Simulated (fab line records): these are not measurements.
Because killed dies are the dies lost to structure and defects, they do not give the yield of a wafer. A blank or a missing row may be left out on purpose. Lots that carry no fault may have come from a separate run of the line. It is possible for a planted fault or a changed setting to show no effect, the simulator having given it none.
Matching of chambers	flow n5_finfet	pecvd-02 running N5_FIN_SAQP_PECVD_06: 3 sister chambers
The step deposits a-Si from SiH4/He, target thk 60 nm, time 48.1 s. 3 wafers are shown with their chamber, then 9 later ones without.

WAFERS PAIRED WITH THEIR CHAMBERS
wafer	chamber	showerhead_plenum_p_Torr (Torr)
L089.2	2	5.628
L089.4	1	5.663
L089.5	0	5.626

WAFERS MISSING THEIR CHAMBER
wafer	showerhead_plenum_p_Torr (Torr)
L091.2	5.631
L091.4	5.666
L091.5	5.641
L092.1	5.632
L092.2	5.653
L092.3	5.629
L097.2	5.667
L097.4	5.611
L097.6	5.650

WHICH CHAMBER EACH WENT THROUGH
wafer	from the rows above	in truth
L091.2	can't be placed: 2 or 0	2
L091.4	1	1
L091.5	can't be placed: 2 or 0 or 1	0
L092.1	can't be placed: 2 or 0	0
L092.2	can't be placed: 1 or 2 or 0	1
L092.3	can't be placed: 2 or 0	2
L097.2	1	1
L097.4	can't be placed: 0 or 2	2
L097.6	can't be placed: 1 or 2 or 0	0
Correct placement for 2 of the 9. Cannot be placed on the basis of these rows: 7; the candidates contain the true chamber in 7. Placed wrongly: 0.
How it was worked out, from the rows above alone: a wafer's distance from a chamber is the root of the sum, over the readings, of the square of ((its reading less the chamber's mean) divided by the reading's scatter). If the next closest chamber is less than 2 further off than the closest, the wafer can't be placed; otherwise it belongs to the closest. For every chamber, the mean is computed from those of its wafers that are shown. The scatter (one wafer shown for each chamber): square how far every hidden wafer sits from the nearest shown wafer, average those squares and take the square root.
